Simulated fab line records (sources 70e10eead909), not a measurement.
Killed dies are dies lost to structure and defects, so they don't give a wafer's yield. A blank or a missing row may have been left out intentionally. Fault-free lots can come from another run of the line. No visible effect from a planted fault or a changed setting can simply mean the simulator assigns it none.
A struck lot beside a sound one | flow nand harc | 15 out of 1302 route steps
Sound: the wafers L720.1, L720.2, L720.3. The struck wafers were L726.4, L726.5. The cause is named last.
Order at every step that has rows: each side's tool, ch and its chambers, its first start. Under that, the readings that differ: sound wafers | struck wafers | difference of the means | sigmas: that difference in standard deviations of wafers without a fault.
alike: same words and numbers on both sides, and readings whose means sit less than 2 such deviations apart. not compared: any withheld reading, any reading some wafer has no value for, any bound like >300 that may hide the same value, and any number with overlapping values for which the record gives no deviation.
The two part at a step that has a row with sigmas, a row that says differs or no value, or rows on one side only. Non-overlapping numbers with no deviation appear without sigmas and do not part them. A reading that every wafer of one side lacks parts them only if that side has two wafers or more.

first, 6 steps without rows for these wafers: NHARC_A_CONTACT_COAT_36 (resist thk 90 nm); NHARC_A_CONTACT_SOFTBAKE_37 (time 55 s); NHARC_A_CONTACT_EBR_38; NHARC_A_CONTACT_EXPOSE_39 (exposes mask A CC 3); NHARC_A_CONTACT_PEB_40 (peb time 65 s); NHARC_A_CONTACT_DEVELOP_41 (develop time 35 s).
NHARC_A_CONTACT_CD_MEAS_42 targets a cd of 300 nm.
  sound on cd sem-01 ch 0, day 21 22:53; struck on cd sem-02 ch 0, day 24 02:28
  alike: cd nm
NHARC_A_CONTACT_OVL_MEAS_43:
  struck on overlay-02, day 24 02:32; sound on overlay-01, day 21 22:59
  alike: overlay x nm, overlay y nm
NHARC_A_CONTACT_INSPECT_44:
  struck on defect inspect-02, day 24 02:35; sound on defect inspect-02, day 21 23:01
  alike: raw defect count
NHARC_A_CONTACT_DESCUM_47: chemistry O2, time 3 s.
  sound on rie diel-02 ch 0,1,3, day 21 23:05; struck on rie diel-03 ch 0,1, day 24 02:40
  alike: drypump motor current A, oes product au, rf vpp V, showerhead plenum p Torr, throttle valve pct
  not compared: rf hours counter h
NHARC_A_CONTACT_ETCH_48: etches the open film in CF4, target depth 39 nm, time 65 s.
  sound on rie diel-02 ch 0,2,3, day 21 23:10; struck on rie diel-03 ch 1,3, day 24 02:44
  alike: cf4 flow sccm, drypump motor current A, oes product au, rf vpp V, showerhead plenum p Torr, throttle valve pct
  not compared: rf hours counter h
NHARC_A_CONTACT_ETCH_49: etches the open film in N2/H2, target depth 260 nm, time 475.3 s.
  sound: rie diel-02 ch 0,2,3; struck: rie diel-03 ch 0,3
  alike: drypump motor current A, oes product au, rf vpp V, showerhead plenum p Torr, throttle valve pct
  not compared: rf hours counter h
NHARC_A_CONTACT_ETCH_50: etches the open film in CF4/CHF3, target depth 121 nm, time 60.5 s.
  sound on rie diel-02 ch 1,2,3, day 21 23:46; struck on rie diel-03 ch 1,3, day 24 03:11
  reading               | sound             | struck      | difference | sigmas
  oes product au (a.u.) | 0.924 0.924 0.926 | 0.704 0.698 | -0.224     | -9
  alike: cf4 flow sccm, chf3 flow sccm, drypump motor current A, rf vpp V, showerhead plenum p Torr, throttle valve pct
  not compared: rf hours counter h
NHARC_A_CONTACT_ETCH_51: etches the open film in O2/COS, target depth 7000 nm, time 1820 s.
  sound: rie diel-02 ch 0,2,3; struck: rie diel-03 ch 0,2
  alike: drypump motor current A, oes product au, rf vpp V, showerhead plenum p Torr, throttle valve pct
  not compared: rf hours counter h
-- break in the record here, with 3 days between the starts of the struck wafers on either side (left off in module A_CONTACT, picked up again in module END, where the first step shown is number 1302 on the route) --
NHARC_END_SORT_01:
  the record has rows for the struck wafers here (prober-02 ch 0, day 27 10:05) and none for the sound ones

## WHERE THEY PART
First at NHARC_A_CONTACT_ETCH_50; last, within this record, at NHARC_END_SORT_01.

WHY: the cause the simulator had injected
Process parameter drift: rie diel-03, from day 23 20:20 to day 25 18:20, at NHARC_A_CONTACT_ETCH_50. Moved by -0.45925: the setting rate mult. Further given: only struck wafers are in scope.
